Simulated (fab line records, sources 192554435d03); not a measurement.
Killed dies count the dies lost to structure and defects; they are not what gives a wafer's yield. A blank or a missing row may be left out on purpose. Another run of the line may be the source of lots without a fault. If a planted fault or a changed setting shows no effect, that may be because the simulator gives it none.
Split-lot study / flow n5 finfet / 7 lots, 39 wafers read, on a route of 1938 steps

## THE SPLIT ITSELF
At N5_BEOL_M15_ETCH_61 (etches BARC in N2/H2, target depth 89 nm, overetch 26.7 nm, time 67.9 s), the setting time s was moved away from the recipe's 67.9 s on 15 of the 39 wafers read, by -51.0% to +29.4%. For the rest of the wafers, this setting stayed at what the recipe calls for.

The file shows no step between the split and the reading.

## THE READING
coat_of_BEOL_M15_COAT_22.thk nm (the simulator's own value, which no gauge read), in nm, at N5_BEOL_M15_TRENCH_ETCH_34 (etches SiO2 in C4F8/O2/Ar, target depth 872.93 nm, time 199 s). There is no usual value for it anywhere in the file. The 24 wafers here that ran the recipe average 542.4 nm, standard deviation 6.3 nm.

wafer=L074.1; tool, chamber at the split=rie diel-06, 2; time s as run, s=67.9; against the recipe=recipe; coat_of_BEOL_M15_COAT_22.thk nm, nm=550.6; against lot-mates on the recipe=-
wafer=L074.2; tool, chamber at the split=rie diel-06, 0; time s as run, s=67.9; against the recipe=recipe; coat_of_BEOL_M15_COAT_22.thk nm, nm=551.2; against lot-mates on the recipe=-
wafer=L074.3; tool, chamber at the split=rie diel-06, 3; time s as run, s=67.9; against the recipe=recipe; coat_of_BEOL_M15_COAT_22.thk nm, nm=539.4; against lot-mates on the recipe=-
wafer=L074.4; tool, chamber at the split=rie diel-06, 1; time s as run, s=67.9; against the recipe=recipe; coat_of_BEOL_M15_COAT_22.thk nm, nm=537.8; against lot-mates on the recipe=-
wafer=L074.5; tool, chamber at the split=rie diel-06, 1; time s as run, s=67.9; against the recipe=recipe; coat_of_BEOL_M15_COAT_22.thk nm, nm=537.8; against lot-mates on the recipe=-
wafer=L074.6; tool, chamber at the split=rie diel-06, 2; time s as run, s=67.9; against the recipe=recipe; coat_of_BEOL_M15_COAT_22.thk nm, nm=548.6; against lot-mates on the recipe=-
wafer=L076.1; tool, chamber at the split=rie diel-02, 3; time s as run, s=56.73; against the recipe=-16.5%; coat_of_BEOL_M15_COAT_22.thk nm, nm=561.2; against lot-mates on the recipe=+7.3
wafer=L076.2; tool, chamber at the split=rie diel-02, 0; time s as run, s=56.73; against the recipe=-16.5%; coat_of_BEOL_M15_COAT_22.thk nm, nm=560.6; against lot-mates on the recipe=+6.7
wafer=L076.3; tool, chamber at the split=rie diel-02, 2; time s as run, s=56.73; against the recipe=-16.5%; coat_of_BEOL_M15_COAT_22.thk nm, nm=564.2; against lot-mates on the recipe=+10.3
wafer=L076.4; tool, chamber at the split=rie diel-02, 1; time s as run, s=67.9; against the recipe=recipe; coat_of_BEOL_M15_COAT_22.thk nm, nm=553; against lot-mates on the recipe=-
wafer=L076.5; tool, chamber at the split=rie diel-02, 3; time s as run, s=67.9; against the recipe=recipe; coat_of_BEOL_M15_COAT_22.thk nm, nm=553; against lot-mates on the recipe=-
wafer=L076.6; tool, chamber at the split=rie diel-02, 0; time s as run, s=67.9; against the recipe=recipe; coat_of_BEOL_M15_COAT_22.thk nm, nm=555.6; against lot-mates on the recipe=-
wafer=L080.1; tool, chamber at the split=rie diel-06, 0; time s as run, s=56.34; against the recipe=-17.0%; coat_of_BEOL_M15_COAT_22.thk nm, nm=558.2; against lot-mates on the recipe=+23.3
wafer=L080.2; tool, chamber at the split=rie diel-06, 1; time s as run, s=67.9; against the recipe=recipe; coat_of_BEOL_M15_COAT_22.thk nm, nm=533; against lot-mates on the recipe=-
wafer=L080.3; tool, chamber at the split=rie diel-06, 3; time s as run, s=67.9; against the recipe=recipe; coat_of_BEOL_M15_COAT_22.thk nm, nm=534.8; against lot-mates on the recipe=-
wafer=L080.4; tool, chamber at the split=rie diel-06, 3; time s as run, s=67.9; against the recipe=recipe; coat_of_BEOL_M15_COAT_22.thk nm, nm=537; against lot-mates on the recipe=-
wafer=L080.5; tool, chamber at the split=rie diel-06, 1; time s as run, s=56.34; against the recipe=-17.0%; coat_of_BEOL_M15_COAT_22.thk nm, nm=545.6; against lot-mates on the recipe=+10.7
wafer=L080.6; tool, chamber at the split=rie diel-06, 0; time s as run, s=56.34; against the recipe=-17.0%; coat_of_BEOL_M15_COAT_22.thk nm, nm=558.4; against lot-mates on the recipe=+23.5
wafer=L087.1; tool, chamber at the split=rie diel-06, 0; time s as run, s=67.9; against the recipe=recipe; coat_of_BEOL_M15_COAT_22.thk nm, nm=538.2; against lot-mates on the recipe=-
wafer=L087.2; tool, chamber at the split=rie diel-06, 3; time s as run, s=87.88; against the recipe=+29.4%; coat_of_BEOL_M15_COAT_22.thk nm, nm=522.2; against lot-mates on the recipe=-18.6
wafer=L087.3; tool, chamber at the split=rie diel-06, 2; time s as run, s=87.88; against the recipe=+29.4%; coat_of_BEOL_M15_COAT_22.thk nm, nm=527.2; against lot-mates on the recipe=-13.6
wafer=L087.4; tool, chamber at the split=rie diel-06, 3; time s as run, s=67.9; against the recipe=recipe; coat_of_BEOL_M15_COAT_22.thk nm, nm=538.4; against lot-mates on the recipe=-
wafer=L087.5; tool, chamber at the split=rie diel-06, 2; time s as run, s=67.9; against the recipe=recipe; coat_of_BEOL_M15_COAT_22.thk nm, nm=545.8; against lot-mates on the recipe=-
wafer=L087.6; tool, chamber at the split=rie diel-06, 0; time s as run, s=87.88; against the recipe=+29.4%; coat_of_BEOL_M15_COAT_22.thk nm, nm=519.8; against lot-mates on the recipe=-21.0
wafer=L092.1; tool, chamber at the split=rie diel-03, 3; time s as run, s=67.9; against the recipe=recipe; coat_of_BEOL_M15_COAT_22.thk nm, nm=544.4; against lot-mates on the recipe=-
wafer=L092.2; tool, chamber at the split=rie diel-03, 0; time s as run, s=67.9; against the recipe=recipe; coat_of_BEOL_M15_COAT_22.thk nm, nm=544.6; against lot-mates on the recipe=-
wafer=L092.3; tool, chamber at the split=rie diel-03, 2,0; time s as run, s=33.24; against the recipe=-51.0%; coat_of_BEOL_M15_COAT_22.thk nm, nm=579.2; against lot-mates on the recipe=+35.2
wafer=L092.4; tool, chamber at the split=rie diel-03, 2,0; time s as run, s=33.24; against the recipe=-51.0%; coat_of_BEOL_M15_COAT_22.thk nm, nm=577.4; against lot-mates on the recipe=+33.4
wafer=L092.5; tool, chamber at the split=rie diel-03, 2; time s as run, s=33.24; against the recipe=-51.0%; coat_of_BEOL_M15_COAT_22.thk nm, nm=577.6; against lot-mates on the recipe=+33.6
wafer=L092.6; tool, chamber at the split=rie diel-03, 3; time s as run, s=67.9; against the recipe=recipe; coat_of_BEOL_M15_COAT_22.thk nm, nm=543; against lot-mates on the recipe=-
wafer=L096.2; tool, chamber at the split=rie diel-06, 0; time s as run, s=67.9; against the recipe=recipe; coat_of_BEOL_M15_COAT_22.thk nm, nm=540.8; against lot-mates on the recipe=-
wafer=L096.4; tool, chamber at the split=rie diel-06, 1; time s as run, s=67.9; against the recipe=recipe; coat_of_BEOL_M15_COAT_22.thk nm, nm=539.6; against lot-mates on the recipe=-
wafer=L096.5; tool, chamber at the split=rie diel-06, 1; time s as run, s=67.9; against the recipe=recipe; coat_of_BEOL_M15_COAT_22.thk nm, nm=538.4; against lot-mates on the recipe=-
wafer=L097.1; tool, chamber at the split=rie diel-06, 2; time s as run, s=56.54; against the recipe=-16.7%; coat_of_BEOL_M15_COAT_22.thk nm, nm=562; against lot-mates on the recipe=+24.1
wafer=L097.2; tool, chamber at the split=rie diel-06, 0; time s as run, s=67.9; against the recipe=recipe; coat_of_BEOL_M15_COAT_22.thk nm, nm=535.4; against lot-mates on the recipe=-
wafer=L097.3; tool, chamber at the split=rie diel-06, 3; time s as run, s=67.9; against the recipe=recipe; coat_of_BEOL_M15_COAT_22.thk nm, nm=540.8; against lot-mates on the recipe=-
wafer=L097.4; tool, chamber at the split=rie diel-06, 1; time s as run, s=67.9; against the recipe=recipe; coat_of_BEOL_M15_COAT_22.thk nm, nm=537.6; against lot-mates on the recipe=-
wafer=L097.5; tool, chamber at the split=rie diel-06, 2; time s as run, s=56.54; against the recipe=-16.7%; coat_of_BEOL_M15_COAT_22.thk nm, nm=555.8; against lot-mates on the recipe=+17.9
wafer=L097.6; tool, chamber at the split=rie diel-06, 3; time s as run, s=56.54; against the recipe=-16.7%; coat_of_BEOL_M15_COAT_22.thk nm, nm=548; against lot-mates on the recipe=+10.1
The file does not say which wafer passed through which chamber wherever a row lists several chambers: such a row stands for several wafers.

FIT RESULTS
A straight line over all 39 wafers: coat_of_BEOL_M15_COAT_22.thk nm changes by -0.713 nm for each +1% of time s; r = -0.90; the points scatter about the line by 6.1 nm.
The same after taking each lot's own level away (the mean of its wafers on the recipe; 39 wafers): -0.683 nm for each +1%; r = -0.93; scatter 4.7 nm.
Per that fit: largest time s move, reading shift of 35 nm.
Across the lots, their own levels run from 534.93 to 553.87 nm, a range of 3.0 times the standard deviation given above.
The two slopes are in agreement: the lot-to-lot level therefore moves the slope only a little.
Check: +35.9 nm against its lot-mates is what the line predicts for one of the wafers moved furthest among these (-51.0%) when that wafer is left out of the fit. Against them it came out at +35.2 nm.

## THE OTHER SPLITS THESE WAFERS WENT THROUGH
Note: prior to the reading, these wafers also went through further splits. Each is held against what the fit with the lots' levels taken away leaves over:
other split on the same wafers=N5_BEOL_M11_ILD_DEP_00 target thk a; wafers away from the commonest value=15; r with coat_of_BEOL_M15_COAT_22.thk nm (lot level and that fit taken away)=-0.10

## THE WHOLE CHAIN: every reading that the file lists as answering this split, in the file's order
step=N5_BEOL_M15_ETCH_61; what it does=etches BARC in N2/H2, target depth 89 nm, overetch 26.7 nm, time 67.9 s; reading=coat_of_BEOL_M15_COAT_22.thk nm (the simulator's own value, which no gauge read); change (the file's fit)=-0.671 nm for each +1% of the setting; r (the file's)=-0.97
step=N5_BEOL_M15_TRENCH_ETCH_34; what it does=etches SiO2 in C4F8/O2/Ar, target depth 872.93 nm, time 199 s; reading=coat_of_BEOL_M15_COAT_22.thk nm (the simulator's own value, which no gauge read); change (the file's fit)=-0.698 nm for each +1% of the setting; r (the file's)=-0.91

## THE FILE'S OWN FIT
coat_of_BEOL_M15_COAT_22.thk nm changes by -0.698 nm for each +1% of time s, r = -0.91.
